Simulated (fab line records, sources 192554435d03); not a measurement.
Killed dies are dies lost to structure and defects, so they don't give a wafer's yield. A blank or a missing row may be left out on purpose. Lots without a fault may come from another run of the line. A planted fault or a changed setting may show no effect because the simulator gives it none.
Which tool did it? | flow n5_finfet | 24 lots, 72 wafers sampled, at 2 steps of a route of 1938

WHAT THE GAUGES READ, wafer by wafer
N5_FIN_SAQP_THK_MEAS_05. Usual: thk_nm 38.0 nm, standard deviation 0.56.
lot  | measured    | on            | thk_nm (nm)    | flag
L074 | day 1 20:56 | film_metro-02 | 37.9 38.5 38.9 |
L075 | day 2 02:42 | film_metro-01 | 38.2 38.5 38.1 |
L076 | day 2 09:06 | film_metro-01 | 38.2 38.8 37.9 |
L077 | day 2 15:35 | film_metro-01 | 36.9 37.2 39.0 |
L078 | day 2 21:31 | film_metro-01 | 37.2 37.3 38.0 |
L079 | day 3 03:18 | film_metro-02 | 37.4 37.8 37.1 |
L080 | day 3 10:03 | film_metro-02 | 37.5 38.1 37.3 |
L081 | day 3 14:49 | film_metro-02 | 38.0 38.1 39.0 |
L082 | day 3 21:28 | film_metro-01 | 38.1 37.9 38.6 |
L083 | day 4 03:26 | film_metro-02 | 37.8 36.9 37.9 |
L084 | day 4 08:43 | film_metro-02 | 37.7 37.5 36.6 |
L085 | day 4 15:21 | film_metro-01 | 37.6 37.0 37.5 |
L086 | day 4 20:41 | film_metro-02 | 38.2 37.4 38.6 |
L087 | day 5 06:27 | film_metro-01 | 37.5 37.8 38.0 |
L088 | day 5 09:17 | film_metro-02 | 38.0 38.4 38.8 |
L089 | day 5 14:49 | film_metro-02 | 38.1 38.3 37.5 |
L090 | day 5 21:55 | film_metro-02 | 37.8 37.9 38.0 |
L091 | day 6 03:52 | film_metro-02 | 38.0 38.5 38.9 |
L092 | day 6 09:02 | film_metro-02 | 38.1 38.5 38.1 |
L093 | day 6 14:56 | film_metro-01 | 38.1 38.6 38.4 |
L094 | day 6 20:57 | film_metro-01 | 37.7 37.1 38.0 |
L095 | day 7 02:54 | film_metro-02 | 37.8 37.6 38.4 |
L096 | day 7 10:05 | film_metro-01 | 37.7 37.1 38.5 |
L097 | day 7 15:27 | film_metro-01 | 38.2 37.5 38.7 |

WHICH TOOL RAN EACH LOT (tool, then ch and the chambers of the sampled wafers, then the start)
lot  | N5_PMOS_HMC_CHANNEL_EPI_ETCH_32
L074 | rie_diel-01 ch 1,2,3, day 1 17:31
L075 | rie_diel-03 ch 1,2,3, day 1 23:08
L076 | rie_diel-01 ch 0,2,3, day 2 05:37
L077 | rie_diel-03 ch 0,1,3, day 2 11:43
L078 | rie_diel-01 ch 0,2,3, day 2 17:33
L079 | rie_diel-03 ch 0,1,2, day 2 23:53
L080 | rie_diel-02 ch 2,3, day 3 05:55
L081 | rie_diel-02 ch 2,3, day 3 11:27
L082 | rie_diel-02 ch 0,1,3, day 3 17:54
L083 | rie_diel-01 ch 0,2,3, day 3 23:32
L084 | rie_diel-01 ch 1,2,3, day 4 05:21
L085 | rie_diel-03 ch 1,2,3, day 4 11:52
L086 | rie_diel-03 ch 2,3, day 4 17:16
L087 | rie_diel-02 ch 0,2,3, day 5 02:48
L088 | rie_diel-02 ch 2,3, day 5 05:47
L089 | rie_diel-02 ch 0,2,3, day 5 11:16
L090 | rie_diel-02 ch 0,1,2, day 5 18:29
L091 | rie_diel-03 ch 1,2,3, day 6 00:04
L092 | rie_diel-01 ch 0,2,3, day 6 05:17
L093 | rie_diel-02 ch 1,2,3, day 6 11:35
L094 | rie_diel-02 ch 2,3, day 6 17:29
L095 | rie_diel-03 ch 1,2, day 6 23:13
L096 | rie_diel-01 ch 1,2,3, day 7 06:08
L097 | rie_diel-02 ch 0,1,3, day 7 11:56
- N5_PMOS_HMC_CHANNEL_EPI_ETCH_32: etches BARC in N2/H2, stops on SiO2, target depth 85.8 nm, time 50.3 s.

WHAT THE TOOLS THEMSELVES READ (means of the sampled wafers that have a number; where no wafer has one, the mark that the record gives instead)
N5_PMOS_HMC_CHANNEL_EPI_ETCH_32. Usual: drypump_motor_current_A 5.6 A, standard deviation 0.37; oes_product_au 0.65 a.u., standard deviation 0.039; rf_vpp_V 523.7 V, standard deviation 2.3; showerhead_plenum_p_Torr 2.53 Torr, standard deviation 0.081; throttle_valve_pct 18.0 %, standard deviation 0.31.
lot  | tool        | drypump_motor_current_A (A) | oes_product_au (a.u.) | rf_vpp_V (V) | showerhead_plenum_p_Torr (Torr) | throttle_valve_pct (%) | flag
L074 | rie_diel-01 | 5.8                         | 0.67                  | 523.6        | 2.52                            | 18.0                   |
L075 | rie_diel-03 | 5.4                         | 0.64                  | 522.7        | 2.50                            | 18.2                   |
L076 | rie_diel-01 | 6.2                         | 0.66                  | 524.7        | 2.55                            | 17.8                   |
L077 | rie_diel-03 | 5.2                         | 0.65                  | 523.7        | 2.55                            | 18.2                   |
L078 | rie_diel-01 | 6.2                         | 0.66                  | 523.2        | 2.54                            | 17.8                   |
L079 | rie_diel-03 | 5.4                         | 0.63                  | 523.8        | 2.57                            | 18.3                   |
L080 | rie_diel-02 | 5.5                         | 0.71                  | 525.3        | 2.56                            | 17.6                   |
L081 | rie_diel-02 | 5.5                         | 0.71                  | 524.3        | 2.56                            | 17.6                   |
L082 | rie_diel-02 | 5.5                         | 0.67                  | 524.2        | 2.55                            | 17.8                   |
L083 | rie_diel-01 | 6.2                         | 0.65                  | 524.2        | 2.54                            | 17.8                   |
L084 | rie_diel-01 | 5.8                         | 0.65                  | 522.4        | 2.51                            | 18.0                   |
L085 | rie_diel-03 | 5.4                         | 0.63                  | 522.5        | 2.49                            | 18.3                   |
L086 | rie_diel-03 | 5.6                         | 0.63                  | 522.0        | 2.47                            | 18.3                   |
L087 | rie_diel-02 | 5.6                         | 0.66                  | 525.0        | 2.58                            | 17.8                   |
L088 | rie_diel-02 | 5.7                         | 0.68                  | 524.3        | 2.55                            | 17.8                   |
L089 | rie_diel-02 | 5.6                         | 0.65                  | 524.9        | 2.58                            | 17.8                   |
L090 | rie_diel-02 | 5.7                         | 0.64                  | 523.2        | 2.54                            | 18.0                   |
L091 | rie_diel-03 | 5.4                         | 0.62                  | 522.8        | 2.49                            | 18.3                   |
L092 | rie_diel-01 | 6.2                         | 0.64                  | 524.4        | 2.53                            | 17.8                   |
L093 | rie_diel-02 | 5.6                         | 0.68                  | 522.4        | 2.52                            | 17.9                   |
L094 | rie_diel-02 | 5.7                         | 0.67                  | 524.0        | 2.55                            | 17.8                   |
L095 | rie_diel-03 | 5.4                         | 0.59                  | 523.0        | 2.51                            | 18.4                   |
L096 | rie_diel-01 | 5.8                         | 0.64                  | 522.0        | 2.50                            | 18.0                   |
L097 | rie_diel-02 | 5.5                         | 0.65                  | 523.7        | 2.54                            | 17.9                   |

THE ANSWER, worked out from the rows above alone
Rule: a lot is off if the mean of its wafers that have a number lies more than 3 standard deviations from the usual mean. A lot without any number at a reading at which 4 lots or more have one is off too. The other lots that the step has rows for count as sound. The gauges are gone through in route order, then the tools' own readings, and for those a lot's mean is taken as printed above. The first step at which some lot is off is used, and at that step the reading that is off furthest; a lot without a number counts as furthest.
No lot is off at any reading shown: from this, nothing can be told.

WHAT THE SIMULATOR HAD PUT IN
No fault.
